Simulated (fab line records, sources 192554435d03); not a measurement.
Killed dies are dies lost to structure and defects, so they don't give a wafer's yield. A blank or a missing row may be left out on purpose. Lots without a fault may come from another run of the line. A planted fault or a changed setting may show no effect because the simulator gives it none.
Chamber matching | flow n5_finfet | N5_BEOL_M3_ETCH_69 on rie_diel-01: 4 sister chambers
The step etches SiARC in CF4, target depth 15.6 nm, time 26 s. 4 wafers are shown with their chamber, then 10 later ones without.

WAFERS WITH THEIR CHAMBER
wafer  | chamber | drypump_motor_current_A (A)
L086.2 | 0       | 4.9
L090.4 | 1       | 5.8
L092.4 | 2       | 5.2
L092.5 | 3       | 5.6

WAFERS WITHOUT THEIR CHAMBER
wafer  | drypump_motor_current_A (A)
L092.6 | 5.0
L093.1 | 5.0
L093.2 | 5.2
L093.6 | 5.6
L096.3 | 4.9
L096.4 | 5.8
L096.6 | 5.6
L097.2 | 4.9
L097.3 | 5.2
L097.5 | 5.8

WHICH CHAMBER EACH WENT THROUGH
wafer  | from the rows above | in truth
L092.6 | 0                   | 0
L093.1 | 0                   | 0
L093.2 | 2                   | 2
L093.6 | 3                   | 3
L096.3 | 0                   | 0
L096.4 | 1                   | 1
L096.6 | 3                   | 3
L097.2 | 0                   | 0
L097.3 | 2                   | 2
L097.5 | 1                   | 1
Placed correctly: 10 of 10. Can't be placed from these rows: 0. Placed wrongly: 0.
How it was worked out, from the rows above alone: a wafer's distance from a chamber is the root of the sum, over the readings, of the square of ((its reading less the chamber's mean) divided by the reading's scatter). The wafer belongs to the nearest chamber; if the next one is less than 2 further off, it can't be placed. A chamber's mean is the mean of its shown wafers. The scatter: with one shown wafer a chamber, the root of the mean of the squares of how far each hidden wafer lies from its nearest shown one.
